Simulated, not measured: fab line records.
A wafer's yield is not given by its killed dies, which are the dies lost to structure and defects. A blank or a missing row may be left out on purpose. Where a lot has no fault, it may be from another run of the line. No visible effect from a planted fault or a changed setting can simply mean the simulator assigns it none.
fab line records / flow n5_finfet
[record] lots = 6 wafers = 18 last_day = 18
route steps=1938 shown PASS1_DEP@1831 MIM_BOT@1832 MIM_TOP@1834 MIM_TOP_LITHO@1839
lots with no fault: from the same line, run without faults
start_h: hours from the record's first day to the start of the lot's first wafer shown / wait_h: hours from the lot's prior step to this one / " unchanged from the row above / L1.1+2: one row covering several wafers at once / - no value, or no start given / * or withheld: withheld / < > ~ a bound
route shown NAME@n: NAME is a module with steps in the file, n the number in the route of the first one / usual: mean and standard deviation over wafers with no fault / same: alike in all rows / chamber/n: place in a boat / sites: each site's reading / _std_site: how widely they spread, as a standard deviation / _edge_site: mean of outer sites minus mean of inner sites / radius_mm: for every site, how far away it sits from the centre of the wafer / mask NAME#n: copy n / behind: tool/chamber where the wafer was last shaped / hold: what put the lot on hold/how long, in hours/how the hold closed / device: the transistor (n, p or np) that didn't switch / end of line: the route-end tests of the same wafers / step lacking rows: just its recipe / killed: dies that structure and defects cost at the first sort, which is not the same as the wafer's yield / map: dies across one wafer; x = killed, . = not, _ = none there
set.NAME: the setting that was run; set.NAME@STEP: the one run at that earlier step / model.NAME: the simulator's own value behind a step, which no gauge read
lots at selected steps of the route; one table per step, one row per wafer
services: the hour from which a tool's chamber was out of use, counted from the record's first day as start_h (under 0 if before that day), plus the number of hours and why
[[steps]]
[step N5_PASSIVATION_PECVD_00]
[recipe] material = SiO2 target_thk_a = 2000 temp_c = 400 precursor = SiH4/N2O pressure_torr = 2.7 rf_w = 608 time_s = 11.2
[step N5_MIM_BOT_DEGAS_01]
[recipe] ambient = vacuum temp_c = 300 time_s = 60
[usual] heater_power_w = 467/46
lot.wafer=L495.2 tool=pvd_sputter-02 chamber=- start_h=278.56 wait_h=0.4 heater_power_w=460
lot.wafer=L495.4 tool=pvd_sputter-02 chamber=- start_h=278.56 wait_h=0.4 heater_power_w=497
lot.wafer=L495.6 tool=pvd_sputter-02 chamber=- start_h=278.56 wait_h=0.4 heater_power_w=515
lot.wafer=L497.1 tool=pvd_sputter-01 chamber=- start_h=284.89 wait_h=0.6 heater_power_w=469
lot.wafer=L497.2 tool=pvd_sputter-01 chamber=- start_h=284.89 wait_h=0.6 heater_power_w=497
lot.wafer=L497.6 tool=pvd_sputter-01 chamber=- start_h=284.89 wait_h=0.6 heater_power_w=462
lot.wafer=L499.1 tool=pvd_sputter-02 chamber=- start_h=320.50 wait_h=2.1 heater_power_w=505
lot.wafer=L499.3 tool=pvd_sputter-02 chamber=- start_h=320.50 wait_h=2.1 heater_power_w=469
lot.wafer=L499.4 tool=pvd_sputter-02 chamber=- start_h=320.50 wait_h=2.1 heater_power_w=487
lot.wafer=L508.1 tool=pvd_sputter-02 chamber=- start_h=360.34 wait_h=3.0 heater_power_w=517
lot.wafer=L508.5 tool=pvd_sputter-02 chamber=- start_h=360.34 wait_h=3.0 heater_power_w=468
lot.wafer=L508.6 tool=pvd_sputter-02 chamber=- start_h=360.34 wait_h=3.0 heater_power_w=484
lot.wafer=L510.1 tool=pvd_sputter-02 chamber=- start_h=393.43 wait_h=0.3 heater_power_w=476
lot.wafer=L510.3 tool=pvd_sputter-02 chamber=- start_h=393.43 wait_h=0.3 heater_power_w=465
lot.wafer=L510.5 tool=pvd_sputter-02 chamber=- start_h=393.43 wait_h=0.3 heater_power_w=467
lot.wafer=L511.2 tool=pvd_sputter-01 chamber=- start_h=410.64 wait_h=0.7 heater_power_w=462
lot.wafer=L511.3 tool=pvd_sputter-01 chamber=- start_h=410.64 wait_h=0.7 heater_power_w=385
lot.wafer=L511.4 tool=pvd_sputter-01 chamber=- start_h=410.64 wait_h=0.7 heater_power_w=469
[step N5_MIM_BOT_SPUTTER_00]
[recipe] material = TiN target_thk_a = 350 temp_c = 200 power_w = 3000 chamber_pressure_pa = 0.49996 gas = Ar reactive_partial_pa = 0.37997 time_s = 89.7
[step N5_MIM_TOP_ALD_00]
[recipe] material = Al2O3 target_thk_a = * temp_c = withheld ald_precursor_family = TMA ald_co_reactant = O3 pulse_time_s = withheld purge_time_s = 3 co_reactant_purge_time_s = withheld co_reactant_pulse_time_s = 3 ald_cycles = withheld
[usual] precursor_pulse_height_rel = 0.998/0.02
lot.wafer=L495.2 tool=ald_hk-03 chamber=0 start_h=278.70 wait_h=0.1 precursor_pulse_height_rel=0.997
lot.wafer=L495.4 tool=ald_hk-03 chamber=1 start_h=278.70 wait_h=0.1 precursor_pulse_height_rel=1.015
lot.wafer=L495.6 tool=ald_hk-03 chamber=0 start_h=278.70 wait_h=0.1 precursor_pulse_height_rel=0.994
lot.wafer=L497.1 tool=ald_hk-02 chamber=0 start_h=285.03 wait_h=0.1 precursor_pulse_height_rel=1.003
lot.wafer=L497.2 tool=ald_hk-02 chamber=1 start_h=285.03 wait_h=0.1 precursor_pulse_height_rel=0.965
lot.wafer=L497.6 tool=ald_hk-02 chamber=3 start_h=285.03 wait_h=0.1 precursor_pulse_height_rel=0.985
lot.wafer=L499.1 tool=ald_hk-03 chamber=2 start_h=320.64 wait_h=0.1 precursor_pulse_height_rel=1.006
lot.wafer=L499.3 tool=ald_hk-03 chamber=1 start_h=320.64 wait_h=0.1 precursor_pulse_height_rel=1.007
lot.wafer=L499.4 tool=ald_hk-03 chamber=3 start_h=320.64 wait_h=0.1 precursor_pulse_height_rel=0.998
lot.wafer=L508.1 tool=ald_hk-01 chamber=2 start_h=360.48 wait_h=0.1 precursor_pulse_height_rel=0.996
lot.wafer=L508.5 tool=ald_hk-01 chamber=0 start_h=360.48 wait_h=0.1 precursor_pulse_height_rel=1.032
lot.wafer=L508.6 tool=ald_hk-01 chamber=3 start_h=360.48 wait_h=0.1 precursor_pulse_height_rel=1.008
lot.wafer=L510.1 tool=ald_hk-01 chamber=2 start_h=393.57 wait_h=0.1 precursor_pulse_height_rel=0.998
lot.wafer=L510.3 tool=ald_hk-01 chamber=0 start_h=393.57 wait_h=0.1 precursor_pulse_height_rel=0.999
lot.wafer=L510.5 tool=ald_hk-01 chamber=1 start_h=393.57 wait_h=0.1 precursor_pulse_height_rel=1.011
lot.wafer=L511.2 tool=ald_hk-02 chamber=0 start_h=410.78 wait_h=0.1 precursor_pulse_height_rel=1.013
lot.wafer=L511.3 tool=ald_hk-02 chamber=1 start_h=410.78 wait_h=0.1 precursor_pulse_height_rel=0.983
lot.wafer=L511.4 tool=ald_hk-02 chamber=3 start_h=410.78 wait_h=0.1 precursor_pulse_height_rel=0.994
[step N5_MIM_TOP_ALD_01]
[recipe] material = HfO2 target_thk_a = 56 temp_c = withheld ald_precursor_family = Hf-amide ald_co_reactant = O3 pulse_time_s = 1 purge_time_s = 3 co_reactant_purge_time_s = 2 co_reactant_pulse_time_s = 3 ald_cycles = 62
[usual] precursor_pulse_height_rel = 1.002/0.02
[same] pulse_time_s = 1
lot.wafer=L495.2 tool=ald_hk-03 chamber=0 start_h=- wait_h=- precursor_pulse_height_rel=0.983
lot.wafer=L495.4 tool=ald_hk-03 chamber=1 start_h=- wait_h=- precursor_pulse_height_rel=1.024
lot.wafer=L495.6 tool=ald_hk-03 chamber=0 start_h=- wait_h=- precursor_pulse_height_rel=1.023
lot.wafer=L497.1 tool=ald_hk-02 chamber=0 start_h=- wait_h=- precursor_pulse_height_rel=0.979
lot.wafer=L497.2 tool=ald_hk-02 chamber=1 start_h=- wait_h=- precursor_pulse_height_rel=0.993
lot.wafer=L497.6 tool=ald_hk-02 chamber=3 start_h=- wait_h=- precursor_pulse_height_rel=1.018
lot.wafer=L499.1 tool=ald_hk-03 chamber=2 start_h=- wait_h=- precursor_pulse_height_rel=0.992
lot.wafer=L499.3 tool=ald_hk-03 chamber=1 start_h=- wait_h=- precursor_pulse_height_rel=1.000
lot.wafer=L499.4 tool=ald_hk-03 chamber=3 start_h=- wait_h=- precursor_pulse_height_rel=1.015
lot.wafer=L508.1 tool=ald_hk-01 chamber=2 start_h=- wait_h=- precursor_pulse_height_rel=0.998
lot.wafer=L508.5 tool=ald_hk-01 chamber=0 start_h=- wait_h=- precursor_pulse_height_rel=0.999
lot.wafer=L508.6 tool=ald_hk-01 chamber=3 start_h=- wait_h=- precursor_pulse_height_rel=0.995
lot.wafer=L510.1 tool=ald_hk-01 chamber=2 start_h=- wait_h=- precursor_pulse_height_rel=1.021
lot.wafer=L510.3 tool=ald_hk-01 chamber=0 start_h=- wait_h=- precursor_pulse_height_rel=1.025
lot.wafer=L510.5 tool=ald_hk-01 chamber=1 start_h=- wait_h=- precursor_pulse_height_rel=1.013
lot.wafer=L511.2 tool=ald_hk-02 chamber=0 start_h=- wait_h=- precursor_pulse_height_rel=1.052
lot.wafer=L511.3 tool=ald_hk-02 chamber=1 start_h=- wait_h=- precursor_pulse_height_rel=0.978
lot.wafer=L511.4 tool=ald_hk-02 chamber=3 start_h=- wait_h=- precursor_pulse_height_rel=1.010
[step N5_MIM_TOP_ALD_02]
[recipe] material = Al2O3 target_thk_a = * temp_c = withheld ald_precursor_family = TMA ald_co_reactant = O3 pulse_time_s = withheld purge_time_s = 3 co_reactant_purge_time_s = withheld co_reactant_pulse_time_s = 3 ald_cycles = withheld
[usual] precursor_pulse_height_rel = 1.002/0.021
lot.wafer=L495.2 tool=ald_hk-03 chamber=0 start_h=- wait_h=- precursor_pulse_height_rel=1.021
lot.wafer=L495.4 tool=ald_hk-03 chamber=1 start_h=- wait_h=- precursor_pulse_height_rel=0.970
lot.wafer=L495.6 tool=ald_hk-03 chamber=0 start_h=- wait_h=- precursor_pulse_height_rel=1.007
lot.wafer=L497.1 tool=ald_hk-02 chamber=0 start_h=- wait_h=- precursor_pulse_height_rel=0.995
lot.wafer=L497.2 tool=ald_hk-02 chamber=1 start_h=- wait_h=- precursor_pulse_height_rel=1.013
lot.wafer=L497.6 tool=ald_hk-02 chamber=3 start_h=- wait_h=- precursor_pulse_height_rel=1.015
lot.wafer=L499.1 tool=ald_hk-03 chamber=2 start_h=- wait_h=- precursor_pulse_height_rel=1.028
lot.wafer=L499.3 tool=ald_hk-03 chamber=1 start_h=- wait_h=- precursor_pulse_height_rel=1.005
lot.wafer=L499.4 tool=ald_hk-03 chamber=3 start_h=- wait_h=- precursor_pulse_height_rel=0.998
lot.wafer=L508.1 tool=ald_hk-01 chamber=2 start_h=- wait_h=- precursor_pulse_height_rel=0.971
lot.wafer=L508.5 tool=ald_hk-01 chamber=0 start_h=- wait_h=- precursor_pulse_height_rel=1.012
lot.wafer=L508.6 tool=ald_hk-01 chamber=3 start_h=- wait_h=- precursor_pulse_height_rel=1.001
lot.wafer=L510.1 tool=ald_hk-01 chamber=2 start_h=- wait_h=- precursor_pulse_height_rel=0.953
lot.wafer=L510.3 tool=ald_hk-01 chamber=0 start_h=- wait_h=- precursor_pulse_height_rel=0.989
lot.wafer=L510.5 tool=ald_hk-01 chamber=1 start_h=- wait_h=- precursor_pulse_height_rel=1.001
lot.wafer=L511.2 tool=ald_hk-02 chamber=0 start_h=- wait_h=- precursor_pulse_height_rel=1.045
lot.wafer=L511.3 tool=ald_hk-02 chamber=1 start_h=- wait_h=- precursor_pulse_height_rel=1.007
lot.wafer=L511.4 tool=ald_hk-02 chamber=3 start_h=- wait_h=- precursor_pulse_height_rel=0.988
[step N5_MIM_TOP_DEGAS_04]
[recipe] ambient = vacuum temp_c = 300 time_s = 60
[step N5_MIM_TOP_SPUTTER_03]
[recipe] material = TiN target_thk_a = 350 temp_c = 200 power_w = 3000 chamber_pressure_pa = 0.49996 gas = Ar reactive_partial_pa = 0.37997 time_s = 89.7
[usual] throttle_valve_pct = 30.8/0.74
lot.wafer=L495.2 tool=pvd_sputter-03 chamber=- start_h=279.22 wait_h=0.0 throttle_valve_pct=29.4
lot.wafer=L495.4 tool=pvd_sputter-03 chamber=- start_h=279.22 wait_h=0.0 throttle_valve_pct=31.1
lot.wafer=L495.6 tool=pvd_sputter-03 chamber=- start_h=279.22 wait_h=0.0 throttle_valve_pct=30.3
lot.wafer=L497.1 tool=pvd_sputter-02 chamber=- start_h=287.44 wait_h=0.0 throttle_valve_pct=31.1
lot.wafer=L497.2 tool=pvd_sputter-02 chamber=- start_h=287.44 wait_h=0.0 throttle_valve_pct=32.2
lot.wafer=L497.6 tool=pvd_sputter-02 chamber=- start_h=287.44 wait_h=0.0 throttle_valve_pct=31.0
lot.wafer=L499.1 tool=pvd_sputter-02 chamber=- start_h=321.82 wait_h=0.0 throttle_valve_pct=30.2
lot.wafer=L499.3 tool=pvd_sputter-02 chamber=- start_h=321.82 wait_h=0.0 throttle_valve_pct=32.2
lot.wafer=L499.4 tool=pvd_sputter-02 chamber=- start_h=321.82 wait_h=0.0 throttle_valve_pct=31.0
lot.wafer=L508.1 tool=pvd_sputter-03 chamber=- start_h=360.97 wait_h=0.0 throttle_valve_pct=30.7
lot.wafer=L508.5 tool=pvd_sputter-03 chamber=- start_h=360.97 wait_h=0.0 throttle_valve_pct=29.3
lot.wafer=L508.6 tool=pvd_sputter-03 chamber=- start_h=360.97 wait_h=0.0 throttle_valve_pct=30.2
lot.wafer=L510.1 tool=pvd_sputter-02 chamber=- start_h=394.08 wait_h=0.0 throttle_valve_pct=30.1
lot.wafer=L510.3 tool=pvd_sputter-02 chamber=- start_h=394.08 wait_h=0.0 throttle_valve_pct=32.2
lot.wafer=L510.5 tool=pvd_sputter-02 chamber=- start_h=394.08 wait_h=0.0 throttle_valve_pct=30.3
lot.wafer=L511.2 tool=pvd_sputter-01 chamber=- start_h=411.40 wait_h=0.0 throttle_valve_pct=30.4
lot.wafer=L511.3 tool=pvd_sputter-01 chamber=- start_h=411.40 wait_h=0.0 throttle_valve_pct=31.3
lot.wafer=L511.4 tool=pvd_sputter-01 chamber=- start_h=411.40 wait_h=0.0 throttle_valve_pct=30.8
[step N5_MIM_TOP_LITHO_HMDS_01]
[recipe] time_s = 60 temp_c = 120
[step N5_MIM_TOP_LITHO_COAT_02]
[recipe] spin_rpm = * resist_thk_nm = *
[step N5_MIM_TOP_LITHO_EBR_04]
[recipe] solvent = PGMEA ebr_width_mm = 1.5
[step N5_MIM_TOP_LITHO_SOFTBAKE_03]
[recipe] temp_c = 100 time_s = 90
[step N5_MIM_TOP_LITHO_EXPOSE_05]
[recipe] mask_id = MIM_TOP na = 0.55 source_shape = conventional sigma_outer = 0.8 polarization = unpolarized target_cd_nm = 2000 dose_mj = 20.5
[usual] exposure_dose_mJ_cm2 = 20.484/0.022
lot.wafer=L495.2 tool=krf_scanner-01 chamber=0 start_h=279.44 wait_h=- mask=MIM_TOP#0 exposure_dose_mJ_cm2=20.507
lot.wafer=L495.4 tool=krf_scanner-01 chamber=0 start_h=279.44 wait_h=- mask=MIM_TOP#0 exposure_dose_mJ_cm2=20.487
lot.wafer=L495.6 tool=krf_scanner-01 chamber=0 start_h=279.44 wait_h=- mask=MIM_TOP#0 exposure_dose_mJ_cm2=20.486
lot.wafer=L497.1 tool=krf_scanner-01 chamber=0 start_h=287.78 wait_h=- mask=MIM_TOP#0 exposure_dose_mJ_cm2=20.475
lot.wafer=L497.2 tool=krf_scanner-01 chamber=0 start_h=287.78 wait_h=- mask=MIM_TOP#0 exposure_dose_mJ_cm2=20.485
lot.wafer=L497.6 tool=krf_scanner-01 chamber=0 start_h=287.78 wait_h=- mask=MIM_TOP#0 exposure_dose_mJ_cm2=20.478
lot.wafer=L499.1 tool=krf_scanner-02 chamber=0 start_h=322.03 wait_h=- mask=MIM_TOP#0 exposure_dose_mJ_cm2=20.483
lot.wafer=L499.3 tool=krf_scanner-02 chamber=0 start_h=322.03 wait_h=- mask=MIM_TOP#0 exposure_dose_mJ_cm2=20.482
lot.wafer=L499.4 tool=krf_scanner-02 chamber=0 start_h=322.03 wait_h=- mask=MIM_TOP#0 exposure_dose_mJ_cm2=20.478
lot.wafer=L508.1 tool=krf_scanner-01 chamber=0 start_h=361.18 wait_h=- mask=MIM_TOP#0 exposure_dose_mJ_cm2=20.833
lot.wafer=L508.5 tool=krf_scanner-01 chamber=0 start_h=361.18 wait_h=- mask=MIM_TOP#0 exposure_dose_mJ_cm2=20.815
lot.wafer=L508.6 tool=krf_scanner-01 chamber=0 start_h=361.18 wait_h=- mask=MIM_TOP#0 exposure_dose_mJ_cm2=20.835
lot.wafer=L510.1 tool=krf_scanner-02 chamber=0 start_h=394.30 wait_h=- mask=MIM_TOP#0 exposure_dose_mJ_cm2=20.484
lot.wafer=L510.3 tool=krf_scanner-02 chamber=0 start_h=394.30 wait_h=- mask=MIM_TOP#0 exposure_dose_mJ_cm2=20.484
lot.wafer=L510.5 tool=krf_scanner-02 chamber=0 start_h=394.30 wait_h=- mask=MIM_TOP#0 exposure_dose_mJ_cm2=20.468
lot.wafer=L511.2 tool=krf_scanner-01 chamber=0 start_h=411.62 wait_h=- mask=MIM_TOP#0 exposure_dose_mJ_cm2=20.635
lot.wafer=L511.3 tool=krf_scanner-01 chamber=0 start_h=411.62 wait_h=- mask=MIM_TOP#0 exposure_dose_mJ_cm2=20.670
lot.wafer=L511.4 tool=krf_scanner-01 chamber=0 start_h=411.62 wait_h=- mask=MIM_TOP#0 exposure_dose_mJ_cm2=20.648
[step N5_MIM_TOP_LITHO_PEB_06]
[recipe] peb_temp_c = withheld peb_time_s = *
[[services]]
tool=krf_scanner-02 chamber=- start_h=271.37 hours=0.8 kind=pm
tool=krf_scanner-01 chamber=- start_h=304.80 hours=1.3 kind=pm
tool=krf_scanner-01 chamber=- start_h=311.29 hours=2.5 kind=repair
tool=krf_scanner-01 chamber=0 start_h=317.05 hours=- kind=calibration
tool=krf_scanner-01 chamber=- start_h=317.75 hours=4.0 kind=pm
tool=ald_hk-01 chamber=- start_h=320.48 hours=1.4 kind=repair
tool=krf_scanner-01 chamber=- start_h=331.34 hours=1.0 kind=pm
tool=pvd_sputter-02 chamber=- start_h=347.06 hours=1.0 kind=repair
tool=krf_scanner-02 chamber=- start_h=351.77 hours=1.3 kind=pm
tool=krf_scanner-01 chamber=- start_h=359.31 hours=0.8 kind=pm
tool=krf_scanner-01 chamber=- start_h=365.81 hours=9.1 kind=repair
tool=ald_hk-03 chamber=- start_h=370.01 hours=0.5 kind=repair
tool=ald_hk-02 chamber=- start_h=385.24 hours=8.7 kind=pm
tool=krf_scanner-02 chamber=0 start_h=399.81 hours=- kind=calibration
tool=krf_scanner-02 chamber=- start_h=400.30 hours=1.0 kind=pm
tool=krf_scanner-01 chamber=- start_h=400.79 hours=5.9 kind=repair
tool=ald_hk-01 chamber=- start_h=406.90 hours=8.7 kind=pm
[[key]]
[first_sign] step = N5_MIM_TOP_LITHO_EXPOSE_05 reading = exposure_dose_mJ_cm2 direction = up sigmas = 11 usual = 20.484 struck = 20.740
effect none on later readings
met_at N5_MIM_TOP_LITHO_EXPOSE_05
struck_wafers L508.1,L508.5,L508.6,L511.2,L511.3,L511.4
[loop_trim] step = N5_MIM_TOP_LITHO_EXPOSE_05 setting = dose lots = L511
onset_between 287.78 361.18
[fault] kind = process_parameter_drift tool = krf_scanner-01 chamber = - onset_h = 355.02 steps = N5_MIM_TOP_LITHO_EXPOSE_05 channel = dose_mj offset = 0.37029 shape = step acts_in = these_recipes_only stated = 20.5
// loop_trim: a control loop set the setting to another value than it would have without faults
